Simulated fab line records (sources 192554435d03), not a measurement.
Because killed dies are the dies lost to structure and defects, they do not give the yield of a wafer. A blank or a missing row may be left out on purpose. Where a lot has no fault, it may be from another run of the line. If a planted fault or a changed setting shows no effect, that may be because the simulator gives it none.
Struck lot and sound lot, side by side | flow n5 finfet | 16 steps out of a route of 1938
Sound: these wafers, L748.1, L748.3, L748.4. Struck: wafer L760.3; the same lot's L760.2 was not struck, so it is left out; see the end for the cause.
Order at every step that has rows: each side's tool, ch and its chambers, its first start. Under that, the readings that differ: sound wafers | struck wafers | difference of the means | sigmas: that difference in standard deviations of wafers without a fault.
alike: readings with means less than 2 such deviations apart, plus words and numbers identical on both sides. not compared: withheld readings, readings lacking a value on some wafer, bounds such as >300 that could conceal the same value, and numbers that have no deviation in the record and whose values overlap.
A row with sigmas, a row that says differs or no value, or rows on one side alone: a step with any of these is where the two part. Non-overlapping numbers with no deviation appear without sigmas and do not part them. A reading that every wafer of one side lacks parts them only if that side has two wafers or more.

N5_BEOL_M3_ANNEAL_95: time 240 s.
  sound: pvd sputter-03 at day 9 05:47; struck: pvd sputter-01 at day 12 01:01
  reading            | sound       | struck | difference | sigmas
  heater power w (W) | 649 827 705 | 949    | +222       | +3
N5_BEOL_M3_SPUTTER_96: material Cu, target thk 4.5 nm, time 8.29 s.
  sound: pvd sputter-03 at day 9 05:55; struck: pvd sputter-01 at day 12 01:09
  alike: throttle valve pct
then, 1 step without rows for these wafers: N5_BEOL_M3_ECD_50 (material Cu, target thk 300 nm).
N5_BEOL_M3_ANNEAL_51: time 90 s.
  sound on rtp anneal-02 ch 0, day 9 06:07; struck on rtp anneal-01 ch 0, day 12 01:23
  alike: wafer_temp_C_max
N5_BEOL_M3_CMP_52: polishes, stops on SiOC, t overpolish 6.8 s, target thk 40 nm.
  sound on cmp-01 ch 1,2,3, day 9 06:25; struck on cmp-01 ch 3, day 12 01:44
  alike: barrier field endpoint s, motor current A, overpolish run s, time to endpoint s
N5_BEOL_M3_THK_MEAS_53: measures by xrf.
  sound: film metro-02 at day 9 06:43; struck: film metro-01 at day 12 01:58
  alike: M3_THK
N5_BEOL_M3_PRE_CLEAN_60: time 15 s.
  sound on cvd co-02 ch 1,2, day 9 06:45; struck on cvd co-01 ch 1, day 12 02:00
  alike: heater power w
then, 3 steps without rows for these wafers: N5_BEOL_M3_CO_CAP_55 (material Co, precursor CCTBA/H2, target thk 2 nm, time 102.1 s); N5_BEOL_M3_PRE_CLEAN_56 (time 15 s); N5_BEOL_M3_DEP_57 (deposits SiCN from 3MS/NH3, target thk 8 nm, time 14 s).
N5_BEOL_M3_RS_MEAS_58: measurement is done with a four-point probe.
  sound: film metro-01 at day 9 06:58; struck: film metro-01 at day 12 02:13
  alike: M3_RS
N5_BEOL_M3_INSPECT_59: inspects for defects (darkfield).
  sound: defect inspect-02 at day 9 07:00; struck: defect inspect-02 at day 12 02:15
  reading          | sound       | struck | difference | sigmas
  raw defect count | 121 135 129 | 80     | -48        | -2
N5_BEOL_M4_ILD_DEP_00: deposits SiOC from DEMS/O2, target thk 79 nm, time 15.3 s.
  sound on pecvd-01 ch 0,1,2, day 9 07:02; struck on pecvd-03 ch 2, day 12 02:17
  reading              | sound                | struck | difference | sigmas
  susceptor temp C (C) | 349.99 349.78 349.96 | 356.62 | +6.71      | +32
  alike: heater power w, showerhead plenum p Torr, showerhead vpp V, throttle valve pct
N5_BEOL_M4_THK_MEAS_01:
  sound: film metro-02 at day 9 07:06; struck: film metro-02 at day 12 02:21
  alike: M4_ILD_THK
N5_BEOL_M4_RC_MEAS_101:
  sound on prober-01 ch 0, day 9 20:49; struck on prober-01 ch 0, day 12 14:06
  reading       | sound             | struck | difference | sigmas
  DIBL_N (mV/V) | 38.4 35.3 37.0    | 33.7   | -3.2       | -2
  VT_N (mV)     | 247.0 249.6 250.6 | 254.5  | +5.4       | +2
  VT_P (mV)     | -245 -248 -246    | -254   | -8         | -2
  alike: DIBL_P, IOFF_N, IOFF_P, ION_N, ION_P, SS_N, SS_P
next, for these wafers, 1 step has no rows: N5_PASSIVATION_PROBE_49.

## WHERE THEY PART
First at N5_BEOL_M3_ANNEAL_95; last, within this record, at N5_BEOL_M4_RC_MEAS_101.

WHY: what had been put in by the simulator
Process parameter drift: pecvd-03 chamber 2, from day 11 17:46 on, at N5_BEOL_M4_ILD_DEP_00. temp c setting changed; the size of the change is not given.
